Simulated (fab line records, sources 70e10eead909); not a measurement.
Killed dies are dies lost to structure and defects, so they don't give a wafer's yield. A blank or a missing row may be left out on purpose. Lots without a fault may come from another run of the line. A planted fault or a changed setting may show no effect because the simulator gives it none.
fab line records | flow nand_harc
record lots=6 wafers=18 last_day=24
route steps=1159 shown A_ONON_D1@430 END@1159
lots that met no fault: from a run of the same line without faults
start_h: hours from the record's first day to the start of the lot's first wafer shown | wait_h: hours since the lot's step before | " the same as in the row above | L1.1+2: a row that stands for several wafers | - no value, or no start given | * or withheld: withheld | < > ~ a bound
route shown NAME@n: a module of which the file shows steps, and the number in the route of the first | usual: mean/standard deviation of fault-free wafers | same: alike in all rows | chamber/n: place in a boat | sites: the reading at each site | _std_site: their standard deviation | _edge_site: outer sites' mean less inner sites' | radius_mm: how far each site lies from the wafer's centre | mask NAME#n: copy n | behind: the tool/chamber that last shaped the wafer | hold: why the lot was held/for how many hours/how that ended | device: the transistor (n, p or np) that didn't switch | end of line: the same wafers' tests at the end of the route | a step without rows: its recipe alone | killed: dies lost to structure and defects at the first sort, not the wafer's yield | map: a wafer's dies, x killed, . not, _ none there
set.NAME: the setting as run; set.NAME@STEP: as run at that earlier step | model.NAME: the simulator's own value behind a step, which no gauge read
lots at some steps of the route; a table a step, a row a wafer
services: from which hour (start_h, from the record's first day; less than 0 if before it) a tool's chamber was out of use, for how many hours, and why
## steps
# step NHARC_A_ONON_D1_DEP_09
# recipe target_thk_a=10000 n2_flow_sccm=2750 n2o_flow_sccm=2000 nh3_flow_sccm=500 sih4_flow_sccm=210 temp_c=400
# step NHARC_A_ONON_D1_THK_MEAS_11
# recipe thk_meas_gauge=ellipsometry
# usual thk_nm=1001/10
# columns lot.wafer tool chamber start_h wait_h thk_nm
L909.2 film_metro-02 - 203.09 - 1010
L909.4 " - " " 1012
L909.6 " - " " 1011
L911.2 film_metro-02 - 219.98 - 1009
L911.3 " - " " 1011
L911.6 " - " " 1009
L912.2 film_metro-01 - 219.99 - 992
L912.3 " - " " 993
L912.4 " - " " 990
L917.1 film_metro-01 - 259.19 - 1011
L917.3 " - " " 1010
L917.5 " - " " 1011
L919.2 film_metro-02 - 270.00 - 1001
L919.4 " - " " 1000
L919.6 " - " " 1000
L924.3 film_metro-02 - 295.38 - 1019
L924.4 " - " " 1019
L924.5 " - " " 1019
# step NHARC_A_ONON_D1_DEP_12
# recipe target_thk_a=10000 n2_flow_sccm=2750 n2o_flow_sccm=2000 nh3_flow_sccm=500 sih4_flow_sccm=210 temp_c=400
# step NHARC_A_ONON_D1_THK_MEAS_14
# recipe thk_meas_gauge=ellipsometry
# usual thk_nm=1001/10
# columns lot.wafer tool chamber start_h wait_h thk_nm
L909.2 film_metro-01 - 203.67 - 1011
L909.4 " - " " 1011
L909.6 " - " " 1010
L911.2 film_metro-02 - 220.55 - 992
L911.3 " - " " 991
L911.6 " - " " 993
L912.2 film_metro-01 - 220.56 - 1005
L912.3 " - " " 1005
L912.4 " - " " 1005
L917.1 film_metro-01 - 259.75 - 1010
L917.3 " - " " 1010
L917.5 " - " " 1008
L919.2 film_metro-01 - 270.57 - 1004
L919.4 " - " " 1006
L919.6 " - " " 1004
L924.3 film_metro-02 - 295.94 - 998
L924.4 " - " " 999
L924.5 " - " " 998
# step NHARC_A_ONON_D1_ANNEAL_15
# recipe temp_c=750 time_s=3600
# step NHARC_A_ONON_D1_DEP_16
# recipe target_thk_a=10000 n2_flow_sccm=2750 n2o_flow_sccm=2000 nh3_flow_sccm=500 sih4_flow_sccm=210 temp_c=400
# step NHARC_A_ONON_D1_THK_MEAS_18
# recipe thk_meas_gauge=ellipsometry
# usual thk_nm=1003/8.3
# columns lot.wafer tool chamber start_h wait_h thk_nm
L909.2 film_metro-02 - 210.64 - 993
L909.4 " - " " 993
L909.6 " - " " 993
L911.2 film_metro-02 - 230.70 - 995
L911.3 " - " " 996
L911.6 " - " " 996
L912.2 film_metro-01 - 230.70 - 1011
L912.3 " - " " 1010
L912.4 " - " " 1010
L917.1 film_metro-01 - 268.63 - 990
L917.3 " - " " 991
L917.5 " - " " 990
L919.2 film_metro-02 - 278.72 - 1017
L919.4 " - " " 1016
L919.6 " - " " 1019
L924.3 film_metro-02 - 303.38 - 1012
L924.4 " - " " 1010
L924.5 " - " " 1010
# step NHARC_A_ONON_D1_DEP_19
# recipe target_thk_a=10000 n2_flow_sccm=2750 n2o_flow_sccm=2000 nh3_flow_sccm=500 sih4_flow_sccm=210 temp_c=400
# step NHARC_A_ONON_D1_THK_MEAS_21
# recipe thk_meas_gauge=ellipsometry
# usual thk_nm=1000/11
# columns lot.wafer tool chamber start_h wait_h thk_nm
L909.2 film_metro-01 - 211.21 - 996
L909.4 " - " " 999
L909.6 " - " " 998
L911.2 film_metro-01 - 231.26 - 990
L911.3 " - " " 990
L911.6 " - " " 990
L912.2 film_metro-02 - 231.27 - 989
L912.3 " - " " 989
L912.4 " - " " 991
L917.1 film_metro-02 - 269.20 - 1002
L917.3 " - " " 1003
L917.5 " - " " 1003
L919.2 film_metro-01 - 279.28 - 985
L919.4 " - " " 986
L919.6 " - " " 984
L924.3 film_metro-02 - 303.95 - 987
L924.4 " - " " 989
L924.5 " - " " 989
# step NHARC_A_ONON_D1_DEP_22
# recipe target_thk_a=10000 n2_flow_sccm=2750 n2o_flow_sccm=2000 nh3_flow_sccm=500 sih4_flow_sccm=210 temp_c=400
# step NHARC_A_ONON_D1_THK_MEAS_24
# recipe thk_meas_gauge=ellipsometry
# usual thk_nm=1000/8.3
# columns lot.wafer tool chamber start_h wait_h thk_nm
L909.2 film_metro-01 - 211.77 - 999
L909.4 " - " " 998
L909.6 " - " " 997
L911.2 film_metro-01 - 231.83 - 996
L911.3 " - " " 994
L911.6 " - " " 996
L912.2 film_metro-02 - 231.84 - 983
L912.3 " - " " 983
L912.4 " - " " 982
L917.1 film_metro-02 - 269.79 - 1000
L917.3 " - " " 1000
L917.5 " - " " 1000
L919.2 film_metro-02 - 279.85 - 1006
L919.4 " - " " 1007
L919.6 " - " " 1006
L924.3 film_metro-02 - 304.51 - 1013
L924.4 " - " " 1013
L924.5 " - " " 1013
# step NHARC_A_ONON_D1_DEP_25
# recipe target_thk_a=10000 n2_flow_sccm=2750 n2o_flow_sccm=2000 nh3_flow_sccm=500 sih4_flow_sccm=210 temp_c=400
# columns lot.wafer tool chamber start_h wait_h
L909.2+4+6 pecvd_onon-02 0 211.89 0.1
L911.2+3+6 pecvd_onon-02 0 231.94 0.1
L912.2+3+4 pecvd_onon-03 0 231.95 0.1
L917.1+3+5 pecvd_onon-03 0 269.85 0.1
L919.2+4+6 pecvd_onon-03 0 279.96 0.1
L924.3+4+5 pecvd_onon-01 0 304.68 0.2
# step NHARC_A_ONON_D1_THK_MEAS_27
# recipe thk_meas_gauge=ellipsometry
# usual thk_nm=1000/10
# columns lot.wafer tool chamber start_h wait_h hold thk_nm
L909.2 film_metro-01 - 212.34 - - 1005
L909.4 " - " " - 1007
L909.6 " - " " - 1004
L911.2 film_metro-02 - 232.39 - - 1014
L911.3 " - " " - 1017
L911.6 " - " " - 1017
L912.2 film_metro-02 - 232.41 - - 1003
L912.3 " - " " - 1001
L912.4 " - " " - 1001
L917.1 film_metro-01 - 270.36 - await_dispo/0.2h/release 1875
L917.3 " - " " await_dispo/0.2h/release 1875
L917.5 " - " " await_dispo/0.2h/release 1874
L917.1 film_metro-01 - 270.53 0.2 - 1876
L917.3 " - " " - 1873
L917.5 " - " " - 1877
L919.2 film_metro-01 - 280.41 - await_dispo/0.2h/release 1881
L919.4 " - " " await_dispo/0.2h/release 1881
L919.6 " - " " await_dispo/0.2h/release 1881
L919.2 film_metro-01 - 280.59 0.2 - 1882
L919.4 " - " " - 1883
L919.6 " - " " - 1883
L924.3 film_metro-02 - 305.08 - - 1002
L924.4 " - " " - 1002
L924.5 " - " " - 1002
# step NHARC_END_SORT_01
# recipe temp_c=25
# usual defect_limited_yield=95.1/1.3 killed_at_array=29/8.4 killed_at_periphery=3.8/2.1 killed_dies=33/9 killed_open=3.4/2 killed_short=2.1/1.4 sort_bin_2_pct=1.5/0.56 sort_bin_3_pct=0.26/0.2 sort_bin_4_pct=3.1/0.91 sort_n_pass=644/9 sort_rim_yield_pct=96.2/2.2 sort_yield_pct=95.1/1.3
# same gross_dies=677 killed_at_other=0 sort_bin_5_pct[%]=0 sort_bin_6_pct[%]=0 sort_bin_7_pct[%]=0 sort_bin_8_pct[%]=0 sort_rim_n_gross=106.00
# columns lot.wafer tool chamber start_h wait_h defect_limited_yield[%] killed_at_array killed_at_periphery killed_dies killed_open killed_short sort_bin_2_pct[%] sort_bin_3_pct[%] sort_bin_4_pct[%] sort_n_pass sort_rim_yield_pct[%] sort_yield_pct[%]
L909.2 prober-01 0 511.89 2.8 96.6 22 1 23 3 2 1.3 0.15 1.9 654 99.1 96.6
L909.4 prober-01 0 513.50 3.4 96.9 21 0 21 4 1 0.4 0.15 2.5 656 96.2 96.9
L909.6 prober-01 0 515.12 4.0 96.0 24 3 27 2 4 1.6 0 2.4 650 97.2 96.0
L912.2 prober-02 0 519.68 2.8 95.4 24 7 31 1 1 1.2 0.30 3.1 646 94.3 95.4
L912.3 prober-02 0 520.48 3.1 96.8 21 1 22 4 1 0.9 0.15 2.2 655 96.2 96.8
L912.4 prober-02 0 521.27 3.4 95.1 31 2 33 2 2 1.9 0.15 2.8 644 96.2 95.1
L911.2 prober-02 0 527.42 2.8 94.8 32 3 35 5 3 1.9 0.44 2.8 642 94.3 94.8
L911.3 prober-02 0 528.23 3.1 95.1 31 2 33 0 4 1.2 0.59 3.1 644 96.2 95.1
L911.6 prober-02 0 530.63 4.0 95.3 30 2 32 2 3 1.6 0.30 2.8 645 98.1 95.3
L924.3 prober-02 0 567.06 3.1 95.9 21 7 28 4 2 1.5 0 2.7 649 97.2 95.9
L924.4 prober-02 0 567.86 3.4 96.2 23 3 26 2 0 1.2 0.30 2.4 651 96.2 96.2
L924.5 prober-02 0 568.66 3.7 96.2 25 1 26 3 1 1.2 0 2.7 651 97.2 96.2
# killed by level:class
L909.2 A_SLIT:chamber_film_flake=9 A_CHANNEL_HOLE_D1:chamber_film_flake=6 A_WL_FILL:geometric_particle:short=2 A_SOURCE_PLATE:geometric_particle:open=1 A_ONON_D1:geometric_particle:open=1 A_M0:geometric_particle:open=1 P_STI:chamber_film_flake=1 A_STAIRCASE:chamber_film_flake=1
L909.4 A_SLIT:chamber_film_flake=14 A_M0:geometric_particle:open=2 A_CHANNEL_HOLE_D1:chamber_film_flake=2 A_ONON_D1:geometric_particle:short=1 A_CONTACT:geometric_particle:open=1 A_BLC:geometric_particle:open=1
L909.6 A_SLIT:chamber_film_flake=12 A_CHANNEL_HOLE_D1:chamber_film_flake=7 A_WL_FILL:geometric_particle:short=3 P_CONTACT:geometric_particle:open=2 A_STAIRCASE:chamber_film_flake=2 P_STI:geometric_particle:short=1
L912.2 A_SLIT:chamber_film_flake=14 A_CONTACT:chamber_film_flake=7 P_CONTACT:chamber_film_flake=5 A_CHANNEL_HOLE_D1:chamber_film_flake=2 P_GATE:geometric_particle:open=1 P_CONTACT:geometric_particle:short=1 A_STAIRCASE:chamber_film_flake=1
L912.3 A_SLIT:chamber_film_flake=10 A_CONTACT:chamber_film_flake=3 A_ONON_D1:geometric_particle:open=2 A_CHANNEL_HOLE_D1:chamber_film_flake=2 A_CHANNEL_FILL_D1:geometric_particle:open=1 A_WL_FILL:geometric_particle:short=1 A_M1:geometric_particle:open=1 P_CONTACT:chamber_film_flake=1
L912.4 A_SLIT:chamber_film_flake=18 A_CHANNEL_HOLE_D1:chamber_film_flake=4 A_CONTACT:chamber_film_flake=3 P_M2:geometric_particle:short=1 A_ONON_D1:geometric_particle:open=1 A_CHANNEL_HOLE_D1:geometric_particle:short=1 A_SGD_CUT:geometric_particle:open=1 P_M0:chamber_film_flake=1
L911.2 A_CHANNEL_HOLE_D1:chamber_film_flake=13 A_M0:chamber_film_flake=5 A_WL_FILL:geometric_particle:open=3 A_CONTACT:chamber_film_flake=3 P_STI:chamber_film_flake=2 A_CHANNEL_FILL_D1:chamber_film_flake=2 A_STAIRCASE:chamber_film_flake=2 P_M0:geometric_particle:short=1
L911.3 A_CHANNEL_HOLE_D1:chamber_film_flake=21 A_STAIRCASE:chamber_film_flake=3 A_SGD_CUT:geometric_particle:short=1 A_WL_FILL:geometric_particle:short=1 A_CONTACT:geometric_particle:short=1 A_BLC:geometric_particle:short=1 P_ZERO_WELL:chamber_film_flake=1 P_CONTACT:chamber_film_flake=1
L911.6 A_CHANNEL_HOLE_D1:chamber_film_flake=19 A_WL_FILL:geometric_particle:short=3 P_CONTACT:chamber_film_flake=2 A_CHANNEL_FILL_D1:chamber_film_flake=2 A_WL_FILL:chamber_film_flake=2 A_ONON_D1:geometric_particle:open=1 A_CHANNEL_FILL_D1:geometric_particle:open=1 A_STAIRCASE:chamber_film_flake=1
L924.3 A_CHANNEL_HOLE_D1:chamber_film_flake=5 A_CONTACT:chamber_film_flake=5 P_ZERO_WELL:chamber_film_flake=3 A_STAIRCASE:chamber_film_flake=3 A_WL_FILL:chamber_film_flake=2 A_BONDPAD:chamber_film_flake=2 P_GATE:geometric_particle:open=1 P_M0:geometric_particle:open=1
L924.4 A_CHANNEL_HOLE_D1:chamber_film_flake=13 A_STAIRCASE:chamber_film_flake=3 A_CONTACT:chamber_film_flake=3 P_GATE:chamber_film_flake=2 A_WL_FILL:chamber_film_flake=2 A_ONON_D1:geometric_particle:open=1 A_CONTACT:geometric_particle:open=1 P_ZERO_WELL:chamber_film_flake=1
L924.5 A_CONTACT:chamber_film_flake=10 A_CHANNEL_HOLE_D1:chamber_film_flake=7 A_STAIRCASE:chamber_film_flake=3 P_CONTACT:geometric_particle:short=1 A_CHANNEL_FILL_D1:geometric_particle:open=1 A_WL_FILL:geometric_particle:open=1 A_M0:geometric_particle:open=1 A_ZERO_WELL:chamber_film_flake=1
## services
# columns tool chamber start_h hours kind
pecvd_onon-01 - 195.30 13.0 pm
pecvd_onon-02 - 292.00 13.0 pm
## key
first_sign step=NHARC_A_ONON_D1_THK_MEAS_27 reading=visit direction=added
effect step=NHARC_A_ONON_D1_THK_MEAS_27 reading=thk_nm direction=up sigmas=88 usual=1000 struck=1878
met_at NHARC_A_ONON_D1_DEP_25
struck_wafers L917.1,L917.3,L917.5,L919.2,L919.4,L919.6
scrapped_behind NHARC_A_ONON_D1_THK_MEAS_27 L917.1,L917.3,L917.5,L919.2,L919.4,L919.6
onset_between 231.95 269.85
fault kind=process_parameter_drift tool=pecvd_onon-03 chamber=- onset_h=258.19 steps=NHARC_A_ONON_D1_DEP_25 channel=target_thk_a offset=* shape=step end_h=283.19 acts_in=* stated=*
